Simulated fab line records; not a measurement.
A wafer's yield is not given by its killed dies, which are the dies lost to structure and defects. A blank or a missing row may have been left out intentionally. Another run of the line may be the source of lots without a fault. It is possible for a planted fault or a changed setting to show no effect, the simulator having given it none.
A struck lot beside a sound one / flow nand harc / 14 steps out of a route of 1302
Sound: the wafers L237.1, L237.4, L237.5. The struck wafers were L243.2, L243.3, L243.4. At the end, the cause is stated.
Order at every step that has rows: each side's tool, ch and its chambers, its first start. Under that, the readings that differ: sound wafers / struck wafers / difference of the means / sigmas: that difference in standard deviations of wafers without a fault.
alike: readings whose means differ by less than 2 such deviations, and words and numbers that are the same on both sides. not compared: withheld readings, readings that some wafer has no value for, bounds like >300 that may hide the same value, and numbers for which the record gives no deviation and whose values overlap.
The two part at a step that has a row with sigmas, a row that says differs or no value, or rows on one side only. When numbers do not overlap yet have no deviation, they are printed without sigmas and do not part them. Lack of a reading on every wafer of one side parts them only where that side has two or more wafers.

first, 4 steps without rows for these wafers: NHARC_P_CONTACT_EBR_08; NHARC_P_CONTACT_EXPOSE_09 (exposes mask P CA, target cd 90 nm); NHARC_P_CONTACT_PEB_10 (peb time 65 s); NHARC_P_CONTACT_DEVELOP_11 (develop time 35 s).
NHARC_P_CONTACT_CD_MEAS_12 targets a cd of 90 nm.
  sound on cd sem-02 ch 0, day 9 09:03; struck on cd sem-02 ch 0, day 12 00:59
  alike: cd nm
NHARC_P_CONTACT_OVL_MEAS_13:
  struck on overlay-02, day 12 01:05; sound on overlay-01, day 9 09:08
  alike: overlay x nm, overlay y nm
NHARC_P_CONTACT_INSPECT_14:
  struck on defect inspect-02, day 12 01:07; sound on defect inspect-02, day 9 09:10
  alike: raw defect count
NHARC_P_CONTACT_DESCUM_17: chemistry O2, time 3 s.
  sound on rie diel-02 ch 1,2, day 9 09:14; struck on rie diel-05 ch 0,1,3, day 12 01:11
reading=throttle valve pct (%); sound=11.309 11.328 11.323; struck=11.302 11.306 11.290; difference=-0.021; sigmas=-2
  alike: drypump motor current A, o2 flow sccm, oes product au, rf vpp V, showerhead plenum p Torr
  not compared: rf hours counter h
NHARC_P_CONTACT_ETCH_35: etches the open film in CF4, target depth 39 nm, time 65 s.
  sound on rie diel-02 ch 0,1,2, day 9 09:20; struck on rie diel-05 ch 0,1,3, day 12 01:16
  alike: bias w, cf4 flow sccm, drypump motor current A, oes product au, rf vpp V, showerhead plenum p Torr, throttle valve pct
  not compared: rf hours counter h
NHARC_P_CONTACT_ETCH_36: etches the open film in N2/H2, target depth 260 nm, time 406.25 s.
  sound on rie diel-02 ch 0,1; struck on rie diel-05 ch 0,1,2
reading=throttle valve pct (%); sound=14.183 14.169 14.182; struck=14.142 14.166 14.165; difference=-0.020; sigmas=-2
  alike: bias w, chamber pressure mTorr, drypump motor current A, oes product au, rf vpp V, showerhead plenum p Torr
  not compared: rf hours counter h
NHARC_P_CONTACT_ETCH_18: etches the open film in C4F8/O2/Ar, target depth 481 nm, time 240.5 s.
  sound on rie diel-02 ch 0,1,3; struck on rie diel-05 ch 0,1,2
  alike: bias w, chamber pressure mTorr, oes product au, rf vpp V
  not compared: rf hours counter h
then, 1 step without rows for these wafers: NHARC_P_CONTACT_STRIP_37 (strips in C4F8/O2/Ar).
NHARC_P_CONTACT_ETCH_31: etches the open film in CH3F/O2, target depth 30 nm, time 85.7 s.
  sound on rie diel-02 ch 0,3, day 9 09:59; struck on rie diel-05 ch 0,1,3, day 12 01:55
  no value came back on the struck wafers for any of 8 readings (bias w (W), ch3f flow sccm (sccm) and others); on the sound wafers bias w (W) reads 100.33 99.72 100.15
  not compared: rf hours counter h
NHARC_P_CONTACT_CD_MEAS_19:
  struck on cd sem-02, day 12 02:03; sound on cd sem-02, day 9 10:06
  alike: cd nm

== WHERE THEY PART ==
Last at NHARC_P_CONTACT_ETCH_31 as far as this record goes, first at NHARC_P_CONTACT_DESCUM_17. Later steps at which nothing parts them and some readings are alike: NHARC_P_CONTACT_CD_MEAS_19.

WHY: whatever the simulator had introduced
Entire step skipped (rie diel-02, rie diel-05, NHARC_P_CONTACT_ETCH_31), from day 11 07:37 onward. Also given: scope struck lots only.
